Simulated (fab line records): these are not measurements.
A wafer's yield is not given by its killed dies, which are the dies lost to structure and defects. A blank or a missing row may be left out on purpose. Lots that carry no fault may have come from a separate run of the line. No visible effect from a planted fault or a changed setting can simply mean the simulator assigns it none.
fab line records	flow nandHarc
record lots=24	wafers=72	lastDay=34
route steps=1302 shown P_M0@270 P_M1@312 P_M2@345 P_BONDPAD@369 A_ONON_D1@449
lots that met no fault: taken from a fault-free run of the same line
startH: hours from the record's first day to the start of the lot's first wafer shown	waitH: how many hours have passed since the lot's step before this one	" as in the row above	L1.1+2: several wafers, shown together as one row	- value missing, or start not given	* or withheld: withheld	< > ~ a bound
route shown NAME@n: a module of which the file shows steps, and the number in the route of the first	usual: average and standard deviation across the fault-free wafers	same: alike in all rows	chamber/n: place in a boat	sites: readings site by site	_std_site: the values' standard deviation	_edge_site: the outer-site mean with the inner-site mean subtracted	radiusMm: for every site, how far away it sits from the centre of the wafer	mask NAME#n: copy n	behind: tool/chamber where the wafer was last shaped	hold: why the lot was held/for how many hours/how that ended	device: whichever transistor did not switch (one of n, p or np)	end of line: tests run on the same wafers once the route is complete	a step given without rows: its recipe and nothing more	killed: count of dies lost to structure and defects at first sort (not the wafer's yield)	map: shows each die of a wafer: x if killed, . if not, _ if none is there
set.NAME: the setting as run; set.NAME@STEP: as run at that earlier step	model.NAME: the simulator's own value behind a step, which no gauge read
the route's steps for a sample of lots (tables are steps, rows are wafers)
services: from which hour (startH, from the record's first day; less than 0 if before it) a tool's chamber was out of use, for how many hours, and why
## steps
# step NHARC_P_M0_STRIP_18
# recipe powerW=1000	n2FlowSccm=150	h2FlowSccm=150	arFlowSccm=0	biasW=0	chemistry=N2/H2
# usual drypumpMotorCurrentA=6.0/0.4	oesProductAu=1.000/0.0064	rfVppV=90.6/0.92	showerheadPlenumPTorr=2.03/0.091	throttleValvePct=14.171/0.01
lot.wafer	tool	chamber	startH	waitH	drypumpMotorCurrentA	oesProductAu	rfHoursCounterH	rfVppV	showerheadPlenumPTorr	throttleValvePct
L074.4	rieDiel-04	1	126.91	0.2	6.8	1.002	-	90.7	2.14	14.173
L074.3	"	3	"	"	6.0	0.985	-	90.8	2.02	14.148
L074.6	"	3	"	"	6.0	0.985	-	91.5	2.02	14.173
L075.1	rieDiel-04	1	130.18	0.1	6.7	0.995	37	90.6	2.14	14.155
L075.2	"	0	"	"	6.0	0.991	36	90.1	1.93	14.170
L075.4	"	0	"	"	6.0	1.000	-	89.5	1.93	14.183
L076.1	rieDiel-07	2	136.80	0.1	6.5	1.001	2	89.9	2.08	14.160
L076.4	"	3	"	"	5.1	0.997	2	90.6	2.00	14.175
L076.6	"	3	"	"	5.1	1.009	-	90.4	2.00	14.193
L077.1	rieDiel-09	1	155.52	0.1	6.5	0.997	0	91.8	2.00	14.165
L077.3	"	3	"	"	5.9	1.000	0	92.1	2.18	14.176
L077.5	"	2	"	"	5.9	1.011	-	89.3	1.93	14.188
L078.3	rieDiel-09	0	167.81	0.1	5.5	0.999	3	90.4	1.96	14.165
L078.4	"	1	"	"	6.4	0.994	3	89.3	2.00	14.167
L078.2	"	2	"	"	5.9	1.001	1	89.7	1.93	14.159
L079.1	rieDiel-09	2	174.30	0.1	5.8	0.992	2	89.7	1.93	14.152
L079.4	"	3	"	"	5.9	0.989	4	90.8	2.18	14.157
L079.5	"	2	"	"	5.8	0.998	-	90.0	1.93	14.159
L080.4	rieDiel-09	1	182.30	0.1	6.4	1.003	5	91.0	2.00	14.168
L080.3	"	0	"	"	5.5	0.998	5	89.6	1.96	14.185
L080.5	"	2	"	"	5.9	1.011	-	89.7	1.93	14.159
L081.2	rieDiel-09	2	198.97	0.1	5.8	0.999	4	89.9	1.93	14.177
L081.5	"	0	"	"	5.6	0.992	-	89.2	1.96	14.184
L081.6	"	1	"	"	6.5	0.995	-	89.6	2.00	14.171
L082.2	rieDiel-09	2	203.38	0.1	5.8	0.998	6	89.7	1.93	14.179
L082.1	"	3	"	"	5.9	0.993	7	90.5	2.17	14.171
L082.6	"	1	"	"	6.5	0.991	-	89.9	2.00	14.179
L083.1	rieDiel-04	3	212.33	0.1	6.0	1.001	4	90.2	2.01	14.189
L083.2	"	0	"	"	6.1	1.001	7	90.5	1.93	14.175
L083.6	"	3	"	"	6.0	1.008	-	90.1	2.01	14.170
L084.1	rieDiel-07	3	218.39	0.1	5.1	0.997	32	90.7	1.99	14.178
L084.3	"	1	"	"	6.1	0.996	36	92.0	2.20	14.163
L084.6	"	0	"	"	6.0	1.000	-	90.4	2.10	14.175
L085.1	rieDiel-09	0	233.15	0.1	5.6	1.008	14	89.2	1.96	14.159
L085.2	"	3	"	"	5.9	1.005	13	92.4	2.17	14.175
L085.5	"	1	"	"	6.5	0.998	-	90.0	2.00	14.162
L086.4	rieDiel-09	3	246.16	0.1	5.9	1.006	15	93.1	2.17	14.172
L086.2	"	0	"	"	5.6	0.998	17	91.7	1.95	14.169
L086.6	"	3	"	"	5.9	1.000	-	90.3	2.17	14.159
L087.2	rieDiel-07	1	269.77	0.1	6.1	0.992	58	91.2	2.20	14.194
L087.3	"	3	"	"	5.1	0.996	50	90.7	1.99	14.176
L087.5	"	1	"	"	6.1	1.005	-	90.8	2.20	14.170
L089.3	rieDiel-09	1	271.51	0.1	6.5	1.001	19	89.9	2.00	14.161
L089.2	"	2	"	"	5.9	1.003	16	90.8	1.93	14.160
L089.4	"	1	"	"	6.5	1.005	-	90.3	2.00	14.156
L088.2	rieDiel-07	3	271.71	0.1	5.1	1.002	50	89.6	1.99	14.167
L088.4	"	1	"	"	6.1	0.994	59	92.6	2.20	14.166
L088.5	"	3	"	"	5.1	0.991	-	90.5	1.99	14.186
L090.2	rieDiel-09	3	287.32	0.1	5.9	1.005	19	90.7	2.17	14.174
L090.4	"	1	"	"	6.4	1.002	21	89.0	2.00	14.188
L090.3	"	2	"	"	5.8	1.009	18	90.2	1.93	14.171
L091.2	rieDiel-09	2	294.69	0.1	5.8	1.006	20	90.6	1.93	14.181
L091.4	"	0	"	"	5.6	0.995	24	89.8	1.95	14.175
L091.5	"	1	"	"	6.5	1.009	-	89.5	1.99	14.172
L092.3	rieDiel-09	1	300.98	0.1	6.5	1.000	24	91.2	1.99	14.173
L092.1	"	3	"	"	5.9	0.997	23	91.7	2.17	14.185
L092.6	"	2	"	"	5.8	1.008	-	89.3	1.93	14.168
L093.4	rieDiel-09	0	316.42	0.1	5.5	1.000	27	90.7	1.95	14.175
L093.1	"	1	"	"	6.4	0.995	27	88.9	1.99	14.175
L093.6	"	1	"	"	6.4	0.999	-	91.0	1.99	14.181
L094.4	rieDiel-07	0	320.83	0.1	6.0	1.003	3	89.9	2.08	14.180
L094.2	"	2	"	"	6.5	1.009	5	92.0	2.06	14.161
L094.1	"	3	"	"	5.1	1.001	4	90.1	1.98	14.177
L095.3	rieDiel-09	0	329.13	0.1	5.6	0.998	0	89.9	1.95	14.181
L095.1	"	3	"	"	5.9	1.006	0	91.2	2.17	14.175
L095.5	"	1	"	"	6.5	1.002	-	90.8	1.99	14.172
L097.4	rieDiel-09	2	348.01	0.1	5.8	1.001	3	90.8	1.92	14.177
L097.1	"	3	"	"	5.9	1.009	3	91.1	2.17	14.166
L097.5	"	2	"	"	5.8	0.996	-	90.5	1.92	14.192
L096.2	rieDiel-09	1	348.95	0.1	6.5	1.000	3	91.4	1.99	14.167
L096.5	"	2	"	"	5.9	0.998	-	88.8	1.92	14.173
L096.6	"	3	"	"	5.9	0.999	-	89.9	2.17	14.171
# step NHARC_P_M0_PRE_CLEAN_31
# recipe timeS=12	tempC=370	rfPowerW=300	gas=NH3
# usual heaterPowerW=643/70	susceptorTempC=370.02/0.21
lot.wafer	tool	chamber	startH	waitH	heaterPowerW	sinceWetCleanH	susceptorTempC
L074.3	pecvd-01	0	129.16	0.1	639	167	370.28
L074.4	"	2	"	"	547	-	370.00
L074.6	"	0	"	"	638	-	370.07
L075.2	pecvd-03	0	132.40	0.1	777	115	369.66
L075.1	"	2	"	"	543	115	370.12
L075.4	"	0	"	"	776	-	370.08
L076.1	pecvd-03	1	139.60	0.7	602	122	370.53
L076.6	"	2	"	"	658	-	369.76
L076.4	"	0	"	"	737	-	370.06
L077.1	pecvd-03	1	157.70	0.1	637	140	370.14
L077.3	"	0	"	"	681	140	370.06
L077.5	"	2	"	"	626	-	370.11
L078.3	pecvd-01	2	170.00	0.1	623	27	370.22
L078.2	"	0	"	"	702	27	369.87
L078.4	"	2	"	"	618	-	369.76
L079.1	pecvd-01	1	176.78	0.1	593	34	370.00
L079.5	"	0	"	"	720	-	370.05
L079.4	"	1	"	"	585	-	370.23
L080.3	pecvd-03	1	184.48	0.1	603	167	370.31
L080.5	"	0	"	"	782	-	370.10
L080.4	"	2	"	"	655	-	369.60
L081.2	pecvd-03	1	201.12	0.1	611	3	370.06
L081.6	"	0	"	"	699	-	370.09
L081.5	"	1	"	"	603	-	370.31
L082.1	pecvd-03	1	205.52	0.1	534	7	369.60
L082.2	"	2	"	"	641	7	370.35
L082.6	"	1	"	"	528	-	369.81
L083.1	pecvd-01	2	214.72	0.1	571	72	369.81
L083.2	"	1	"	"	560	72	369.73
L083.6	"	0	"	"	673	-	370.04
L084.1	pecvd-02	2	220.57	0.1	709	162	370.06
L084.3	"	0	"	"	591	162	370.15
L084.6	"	0	"	"	606	-	370.67
L085.2	pecvd-01	0	235.32	0.1	728	92	369.85
L085.1	"	2	"	"	563	92	370.11
L085.5	"	2	"	"	561	-	369.91
L086.2	pecvd-03	2	248.34	0.1	552	50	369.71
L086.6	"	0	"	"	795	-	370.20
L086.4	"	1	"	"	565	-	370.45
L087.2	pecvd-02	1	272.02	0.1	638	32	369.97
L087.3	"	2	"	"	669	32	369.95
L087.5	"	1	"	"	640	-	370.19
L089.2	pecvd-01	1	273.73	0.1	560	131	370.19
L089.3	"	2	"	"	570	131	370.02
L089.4	"	2	"	"	568	-	370.07
L088.2	pecvd-02	0	273.91	0.1	638	34	370.17
L088.5	"	0	"	"	651	-	370.14
L088.4	"	2	"	"	771	-	369.98
L090.3	pecvd-02	2	289.49	0.1	701	49	369.83
L090.2	"	0	"	"	640	49	370.25
L090.4	"	0	"	"	655	-	370.06
L091.2	pecvd-02	0	296.85	0.1	669	57	370.11
L091.4	"	1	"	"	719	-	369.95
L091.5	"	2	"	"	772	-	369.87
L092.3	pecvd-01	1	303.18	0.1	592	160	370.16
L092.1	"	2	"	"	601	160	370.25
L092.6	"	0	"	"	624	-	369.95
L093.1	pecvd-02	1	318.59	0.1	614	78	369.54
L093.4	"	2	"	"	725	-	370.15
L093.6	"	0	"	"	700	-	369.90
L094.2	pecvd-03	2	323.06	0.1	602	125	369.96
L094.1	"	1	"	"	578	125	369.49
L094.4	"	1	"	"	588	-	369.51
L095.3	pecvd-01	2	331.29	0.1	569	7	370.00
L095.1	"	1	"	"	551	7	369.83
L095.5	"	0	"	"	750	-	370.02
L097.1	pecvd-02	1	350.20	0.1	692	110	369.90
L097.4	"	2	"	"	679	-	370.18
L097.5	"	1	"	"	695	-	370.07
L096.2	pecvd-02	1	351.21	0.1	606	111	370.25
L096.5	"	1	"	"	629	-	370.13
L096.6	"	2	"	"	638	-	369.73
# step NHARC_P_M1_THK_MEAS_24
# recipe thkMeasGauge=xrf
# usual thkNm=158.3/1.4
lot.wafer	tool	chamber	startH	waitH	thkNm
L074.3	filmMetro-01	-	132.96	-	159.0
L074.4	"	-	"	"	158.4
L074.6	"	-	"	"	158.5
L075.1	filmMetro-01	-	136.19	-	158.0
L075.2	"	-	"	"	159.2
L075.4	"	-	"	"	159.6
L076.1	filmMetro-01	-	143.56	-	158.2
L076.4	"	-	"	"	160.7
L076.6	"	-	"	"	157.2
L077.1	filmMetro-01	-	161.98	-	158.4
L077.3	"	-	"	"	159.2
L077.5	"	-	"	"	157.1
L078.2	filmMetro-02	-	173.87	-	159.9
L078.3	"	-	"	"	158.9
L078.4	"	-	"	"	157.8
L079.1	filmMetro-02	-	180.77	-	156.4
L079.4	"	-	"	"	158.8
L079.5	"	-	"	"	155.8
L080.3	filmMetro-01	-	188.40	-	157.2
L080.4	"	-	"	"	155.2
L080.5	"	-	"	"	155.6
L081.2	filmMetro-01	-	205.02	-	156.5
L081.5	"	-	"	"	157.5
L081.6	"	-	"	"	159.3
L082.1	filmMetro-02	-	209.51	-	157.7
L082.2	"	-	"	"	157.7
L082.6	"	-	"	"	157.7
L083.1	filmMetro-01	-	218.58	-	155.3
L083.2	"	-	"	"	158.2
L083.6	"	-	"	"	157.9
L084.1	filmMetro-02	-	224.37	-	160.3
L084.3	"	-	"	"	156.8
L084.6	"	-	"	"	159.4
L085.1	filmMetro-02	-	239.39	-	160.6
L085.2	"	-	"	"	159.7
L085.5	"	-	"	"	158.7
L086.2	filmMetro-02	-	252.26	-	157.8
L086.4	"	-	"	"	157.8
L086.6	"	-	"	"	157.0
L087.2	filmMetro-01	-	275.97	-	157.7
L087.3	"	-	"	"	158.2
L087.5	"	-	"	"	156.7
L089.2	filmMetro-02	-	277.68	-	159.0
L089.3	"	-	"	"	158.4
L089.4	"	-	"	"	157.1
L088.2	filmMetro-02	-	278.00	-	155.3
L088.4	"	-	"	"	157.8
L088.5	"	-	"	"	159.2
L090.2	filmMetro-01	-	293.40	-	158.1
L090.3	"	-	"	"	157.5
L090.4	"	-	"	"	158.0
L091.2	filmMetro-02	-	300.76	-	158.9
L091.4	"	-	"	"	160.1
L091.5	"	-	"	"	156.4
L092.1	filmMetro-01	-	307.12	-	159.5
L092.3	"	-	"	"	160.9
L092.6	"	-	"	"	158.8
L093.1	filmMetro-01	-	322.49	-	159.9
L093.4	"	-	"	"	157.2
L093.6	"	-	"	"	159.8
L094.1	filmMetro-02	-	326.96	-	157.9
L094.2	"	-	"	"	157.7
L094.4	"	-	"	"	160.8
L095.1	filmMetro-01	-	335.09	-	156.4
L095.3	"	-	"	"	158.6
L095.5	"	-	"	"	157.9
L097.1	filmMetro-02	-	354.32	-	159.3
L097.4	"	-	"	"	156.5
L097.5	"	-	"	"	160.1
L096.2	filmMetro-01	-	355.36	-	159.1
L096.5	"	-	"	"	156.5
L096.6	"	-	"	"	159.2
# step NHARC_P_M2_THK_MEAS_24
# recipe thkMeasGauge=xrf
# usual thkNm=144.8/1.2
lot.wafer	tool	chamber	startH	waitH	thkNm
L074.3	filmMetro-01	-	137.01	-	145.6
L074.4	"	-	"	"	143.7
L074.6	"	-	"	"	145.3
L075.1	filmMetro-01	-	140.24	-	144.8
L075.2	"	-	"	"	145.6
L075.4	"	-	"	"	146.3
L076.1	filmMetro-01	-	147.84	-	146.1
L076.4	"	-	"	"	145.0
L076.6	"	-	"	"	145.6
L077.1	filmMetro-02	-	166.03	-	145.1
L077.3	"	-	"	"	144.0
L077.5	"	-	"	"	145.5
L078.2	filmMetro-02	-	178.03	-	141.9
L078.3	"	-	"	"	145.6
L078.4	"	-	"	"	144.1
L079.1	filmMetro-02	-	184.86	-	143.9
L079.4	"	-	"	"	144.7
L079.5	"	-	"	"	145.6
L080.3	filmMetro-02	-	192.61	-	145.8
L080.4	"	-	"	"	144.9
L080.5	"	-	"	"	145.0
L081.2	filmMetro-02	-	209.22	-	144.2
L081.5	"	-	"	"	146.1
L081.6	"	-	"	"	146.0
L082.1	filmMetro-02	-	213.64	-	145.8
L082.2	"	-	"	"	145.5
L082.6	"	-	"	"	145.8
L083.1	filmMetro-02	-	222.62	-	144.0
L083.2	"	-	"	"	142.9
L083.6	"	-	"	"	143.1
L084.1	filmMetro-01	-	228.54	-	145.5
L084.3	"	-	"	"	145.3
L084.6	"	-	"	"	145.5
L085.1	filmMetro-02	-	243.65	-	147.4
L085.2	"	-	"	"	144.1
L085.5	"	-	"	"	145.1
L086.2	filmMetro-01	-	256.30	-	146.1
L086.4	"	-	"	"	143.5
L086.6	"	-	"	"	145.6
L087.2	filmMetro-02	-	280.20	-	145.0
L087.3	"	-	"	"	145.2
L087.5	"	-	"	"	146.0
L089.2	filmMetro-01	-	281.83	-	142.3
L089.3	"	-	"	"	143.9
L089.4	"	-	"	"	144.4
L088.2	filmMetro-01	-	282.19	-	143.3
L088.4	"	-	"	"	142.5
L088.5	"	-	"	"	146.6
L090.2	filmMetro-02	-	297.44	-	146.0
L090.3	"	-	"	"	144.3
L090.4	"	-	"	"	144.7
L091.2	filmMetro-01	-	304.95	-	143.5
L091.4	"	-	"	"	144.0
L091.5	"	-	"	"	144.9
L092.1	filmMetro-02	-	311.28	-	143.8
L092.3	"	-	"	"	144.7
L092.6	"	-	"	"	145.3
L093.1	filmMetro-02	-	326.51	-	146.0
L093.4	"	-	"	"	143.6
L093.6	"	-	"	"	143.6
L094.1	filmMetro-01	-	331.32	-	145.8
L094.2	"	-	"	"	144.3
L094.4	"	-	"	"	142.7
L095.1	filmMetro-02	-	339.78	-	143.9
L095.3	"	-	"	"	144.7
L095.5	"	-	"	"	145.7
L097.1	filmMetro-01	-	358.52	-	145.3
L097.4	"	-	"	"	145.5
L097.5	"	-	"	"	144.6
L096.2	filmMetro-02	-	359.84	-	144.8
L096.5	"	-	"	"	144.9
L096.6	"	-	"	"	144.7
# step NHARC_P_BONDPAD_ETCH_12
# recipe targetDepthA=2000	timeS=100	chf3FlowSccm=50	o2FlowSccm=10	arFlowSccm=200	rfW=500	biasW=200	chemistry=CHF3/O2
# usual drypumpMotorCurrentA=5.7/0.46	oesProductAu=0.942/0.024	rfVppV=369.7/1.9	showerheadPlenumPTorr=2.36/0.071	throttleValvePct=20.573/0.0092
lot.wafer	tool	chamber	startH	waitH	drypumpMotorCurrentA	oesProductAu	rfHoursCounterH	rfVppV	showerheadPlenumPTorr	throttleValvePct
L074.4	rieDiel-12	0	-	-	6.4	0.922	2.6	370.0	2.34	20.579
L074.3	"	2	"	"	5.7	0.936	2.2	372.0	2.47	20.564
L074.6	"	0	"	"	6.4	0.929	-	370.5	2.34	20.576
L075.2	rieDiel-03	1	142.63	0.1	6.0	0.930	0.8	368.5	2.31	20.574
L075.1	"	3	"	"	5.1	0.932	1.1	372.2	2.43	20.568
L075.4	"	3	"	"	5.1	0.939	-	371.0	2.43	20.569
L076.1	rieDiel-12	2	-	-	5.7	0.919	2.5	370.1	2.47	20.566
L076.4	"	2	"	"	5.7	0.931	-	371.3	2.47	20.573
L076.6	"	3	"	"	5.7	0.917	-	368.2	2.32	20.554
L077.3	rieDiel-12	3	-	-	5.8	0.969	3.4	370.7	2.32	20.575
L077.1	"	1	"	"	5.6	0.988	4.3	365.5	2.25	20.580
L077.5	"	3	"	"	5.8	0.972	-	368.3	2.32	20.558
L078.2	rieDiel-10	0	-	-	6.1	0.923	3.6	369.8	2.37	20.564
L078.4	"	1	"	"	5.1	0.933	3.9	370.1	2.38	20.560
L078.3	"	2	"	"	6.1	0.924	3.7	369.1	2.29	20.573
L079.4	rieDiel-10	3	-	-	5.1	0.914	3.6	371.5	2.46	20.562
L079.1	"	0	"	"	6.2	0.922	3.8	370.2	2.37	20.605
L079.5	"	0	"	"	6.2	0.920	-	369.9	2.37	20.568
L080.3	rieDiel-12	2	-	-	5.7	0.965	5.5	371.6	2.47	20.559
L080.5	"	2	"	"	5.7	0.975	-	370.5	2.47	20.579
L080.4	"	3	"	"	5.8	0.966	-	368.1	2.32	20.568
L081.2	rieDiel-12	3	-	-	5.8	0.967	6.8	368.0	2.32	20.581
L081.5	"	3	"	"	5.7	0.959	-	367.6	2.32	20.579
L081.6	"	1	"	"	5.5	0.963	-	366.9	2.24	20.583
L082.1	rieDiel-10	0	-	-	6.2	0.914	4.9	369.1	2.37	20.580
L082.2	"	2	"	"	6.1	0.912	4.8	368.3	2.29	20.578
L082.6	"	0	"	"	6.2	0.903	-	367.6	2.37	20.583
L083.1	rieDiel-10	3	-	-	5.1	0.916	4.8	371.7	2.46	20.572
L083.2	"	0	"	"	6.1	0.920	5.0	368.6	2.37	20.574
L083.6	"	2	"	"	6.1	0.914	-	369.4	2.29	20.565
L084.3	rieDiel-12	2	-	-	5.7	0.934	8.2	372.0	2.47	20.574
L084.1	"	0	"	"	6.5	0.931	5.8	369.1	2.33	20.571
L084.6	"	2	"	"	5.7	0.921	-	372.3	2.47	20.583
L085.2	rieDiel-12	1	-	-	5.6	0.970	9.5	368.6	2.24	20.581
L085.1	"	2	"	"	5.7	0.970	9.0	374.1	2.47	20.567
L085.5	"	3	"	"	5.7	0.972	-	369.1	2.32	20.567
L086.2	rieDiel-10	3	-	-	5.1	0.976	0.0	372.3	2.46	20.570
L086.4	"	1	"	"	5.1	0.969	0.0	368.9	2.38	20.571
L086.6	"	0	"	"	6.2	0.963	-	370.2	2.37	20.555
L087.3	rieDiel-10	2	-	-	6.1	0.956	0.9	366.9	2.29	20.571
L087.2	"	3	"	"	5.1	0.954	1.0	372.7	2.46	20.570
L087.5	"	1	"	"	5.1	0.991	-	370.1	2.38	20.571
L089.2	rieDiel-10	0	-	-	6.1	0.926	1.3	369.5	2.37	20.573
L089.3	"	1	"	"	5.1	0.933	1.1	369.2	2.38	20.583
L089.4	"	2	"	"	6.1	0.920	1.2	367.7	2.29	20.571
L088.4	rieDiel-10	2	-	-	6.1	0.958	1.3	368.8	2.29	20.572
L088.2	"	3	"	"	5.1	0.982	1.5	373.1	2.46	20.563
L088.5	"	3	"	"	5.1	0.984	-	373.0	2.46	20.562
L090.2	rieDiel-03	1	-	-	6.0	0.982	0.3	369.1	2.31	20.571
L090.3	"	2	"	"	5.3	0.959	0.2	366.1	2.25	20.589
L090.4	"	3	"	"	5.1	0.960	0.2	371.3	2.42	20.579
L091.2	rieDiel-12	0	-	-	6.5	0.932	2.3	368.9	2.33	20.575
L091.4	"	2	"	"	5.7	0.926	2.0	372.1	2.47	20.578
L091.5	"	1	"	"	5.5	0.920	-	366.5	2.24	20.579
L092.1	rieDiel-10	2	-	-	6.1	0.918	2.7	368.6	2.29	20.570
L092.3	"	3	"	"	5.1	0.931	2.9	371.9	2.46	20.577
L092.6	"	3	"	"	5.1	0.924	-	371.0	2.46	20.585
L093.1	rieDiel-10	2	-	-	6.1	0.923	3.0	368.5	2.29	20.563
L093.4	"	3	"	"	5.1	0.929	3.2	370.6	2.46	20.568
L093.6	"	1	"	"	5.1	0.935	-	369.0	2.38	20.577
L094.4	rieDiel-12	2	-	-	5.7	0.921	3.2	372.6	2.47	20.552
L094.2	"	3	"	"	5.8	0.923	3.5	369.1	2.32	20.574
L094.1	"	1	"	"	5.6	0.932	2.8	368.2	2.24	20.588
L095.1	rieDiel-12	2	-	-	5.7	0.924	4.2	372.7	2.47	20.562
L095.3	"	3	"	"	5.7	0.920	4.5	370.1	2.32	20.558
L095.5	"	3	"	"	5.7	0.923	-	368.7	2.32	20.553
L097.1	rieDiel-10	0	-	-	6.2	0.954	3.4	369.2	2.37	20.586
L097.4	"	1	"	"	5.1	0.979	3.4	370.9	2.38	20.576
L097.5	"	2	"	"	6.1	0.970	-	366.0	2.29	20.569
L096.2	rieDiel-03	2	-	-	5.3	0.920	3.5	366.5	2.25	20.579
L096.6	"	0	"	"	5.3	0.917	-	369.0	2.35	20.562
L096.5	"	1	"	"	6.0	0.928	-	368.4	2.31	20.586
# step NHARC_A_ONON_D1_INSPECT_32
# usual rawDefectCount=74/25
lot.wafer	tool	chamber	startH	waitH	rawDefectCount
L075.1	defectInspect-02	-	179.91	0.0	43
L075.2	"	-	"	"	85
L075.4	"	-	"	"	65
L074.3	defectInspect-01	-	179.99	0.0	106
L074.4	"	-	"	"	125
L074.6	"	-	"	"	85
L076.1	defectInspect-02	-	193.15	0.0	53
L076.4	"	-	"	"	68
L076.6	"	-	"	"	55
L077.1	defectInspect-02	-	207.79	0.0	73
L077.3	"	-	"	"	35
L077.5	"	-	"	"	96
L078.2	defectInspect-02	-	222.36	0.0	72
L078.3	"	-	"	"	63
L078.4	"	-	"	"	65
L079.1	defectInspect-02	-	229.09	0.1	40
L079.4	"	-	"	"	91
L079.5	"	-	"	"	79
L080.3	defectInspect-01	-	237.72	0.0	64
L080.4	"	-	"	"	63
L080.5	"	-	"	"	67
L082.1	defectInspect-01	-	254.24	0.0	71
L082.2	"	-	"	"	86
L082.6	"	-	"	"	69
L081.2	defectInspect-02	-	254.25	0.0	63
L081.5	"	-	"	"	58
L081.6	"	-	"	"	152
L083.1	defectInspect-02	-	264.92	0.0	73
L083.2	"	-	"	"	87
L083.6	"	-	"	"	60
L084.1	defectInspect-01	-	270.15	0.0	95
L084.3	"	-	"	"	119
L084.6	"	-	"	"	121
L085.1	defectInspect-02	-	285.10	0.0	80
L085.2	"	-	"	"	29
L085.5	"	-	"	"	48
L086.2	defectInspect-02	-	297.60	0.1	56
L086.4	"	-	"	"	65
L086.6	"	-	"	"	29
L087.2	defectInspect-02	-	323.92	0.0	49
L087.3	"	-	"	"	85
L087.5	"	-	"	"	53
L088.2	defectInspect-01	-	324.19	0.0	53
L088.4	"	-	"	"	61
L088.5	"	-	"	"	44
L089.2	defectInspect-02	-	324.31	0.0	43
L089.3	"	-	"	"	55
L089.4	"	-	"	"	85
L090.2	defectInspect-01	-	342.48	0.0	66
L090.3	"	-	"	"	101
L090.4	"	-	"	"	69
L091.2	defectInspect-02	-	350.30	0.0	111
L091.4	"	-	"	"	78
L091.5	"	-	"	"	148
L092.1	defectInspect-02	-	361.54	0.0	86
L092.3	"	-	"	"	62
L092.6	"	-	"	"	78
L093.1	defectInspect-02	-	374.81	0.0	53
L093.4	"	-	"	"	58
L093.6	"	-	"	"	67
L094.1	defectInspect-02	-	375.25	0.0	39
L094.2	"	-	"	"	40
L094.4	"	-	"	"	63
L095.1	defectInspect-02	-	384.25	0.0	96
L095.3	"	-	"	"	73
L095.5	"	-	"	"	134
L097.1	defectInspect-01	-	402.45	0.0	88
L097.4	"	-	"	"	76
L097.5	"	-	"	"	88
L096.2	defectInspect-02	-	402.61	0.0	59
L096.5	"	-	"	"	67
L096.6	"	-	"	"	115
## services
tool	chamber	startH	hours	kind
pecvd-03	-	122.64	2.6	repair
pecvd-01	-	130.15	13.0	pm
rieDiel-09	-	143.10	9.0	pm
rieDiel-12	1	149.45	3.0	repair
rieDiel-09	2	156.57	4.2	repair
rieDiel-12	1	169.77	3.3	repair
rieDiel-09	1	170.67	3.4	repair
rieDiel-12	2	184.76	5.8	repair
pecvd-03	-	185.37	13.0	pm
pecvd-02	2	188.27	14.4	repair
rieDiel-12	0	192.95	20.5	repair
pecvd-03	1	221.94	13.9	repair
pecvd-03	-	225.44	0.4	repair
pecvd-02	-	227.22	13.0	pm
rieDiel-10	0	237.16	19.2	repair
rieDiel-12	-	240.24	1.0	repair
rieDiel-10	-	242.50	9.0	pm
rieDiel-10	-	256.45	1.3	repair
rieDiel-12	-	268.40	9.0	pm
rieDiel-09	3	270.26	3.6	repair
rieDiel-10	-	274.18	1.8	repair
rieDiel-12	3	311.97	2.8	repair
rieDiel-09	-	320.10	9.0	pm
rieDiel-10	0	344.38	7.0	repair
## key
fault none
